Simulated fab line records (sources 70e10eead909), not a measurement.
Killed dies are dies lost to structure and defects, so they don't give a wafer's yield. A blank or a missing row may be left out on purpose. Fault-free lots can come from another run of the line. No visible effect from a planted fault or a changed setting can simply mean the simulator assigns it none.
Which tool did it? / flow nandHarc / at 1 step of a route of 1159, 6 lots with 18 wafers sampled

## WHAT EACH GAUGE READ, for each wafer
NHARC_A_CONTACT_CD_MEAS_42 targets a cd of 200 nm.
lot=L989; measured=day 16 20:41; on=cdSem-02; cdNm (nm)=199.8 199.9 199.6
lot=L991; measured=day 17 08:16; on=cdSem-01; cdNm (nm)=199.9 199.6 201.2
lot=L998; measured=day 18 22:27; on=cdSem-01; cdNm (nm)=199.4 199.2 200.2
lot=L997; measured=day 19 11:04; on=cdSem-01; cdNm (nm)=201.3 200.3 201.3
lot=L105; measured=day 20 12:07; on=cdSem-03; cdNm (nm)=201.3 200.4 201.0
lot=L111; measured=day 22 12:26; on=cdSem-02; cdNm (nm)=201.6 199.7 200.5

## WHAT TOOL EACH LOT RAN ON (gives the tool, then ch and the chambers of the sampled wafers, and finally the start)
No process step before these readings appears in the record.

## THE ANSWER, worked out from the rows above alone
Rule: the usual values come from the lots themselves. Put in order of their means at a reading, lots are off if they are a third of the lots or fewer, leave a main group of 4 or more, and stand apart from it by a gap of 3 or more times the standard deviation of the main group's means; of several such gaps the widest counts. Not used: any main group whose means are identical at the precision the tables above print for the reading. A lot without any number at a reading at which 4 lots or more have one is off too. All remaining lots with rows at the step are treated as sound.
Across all readings shown, no lot is off: no conclusion can be drawn from this.

## WHAT THE SIMULATOR PUT IN
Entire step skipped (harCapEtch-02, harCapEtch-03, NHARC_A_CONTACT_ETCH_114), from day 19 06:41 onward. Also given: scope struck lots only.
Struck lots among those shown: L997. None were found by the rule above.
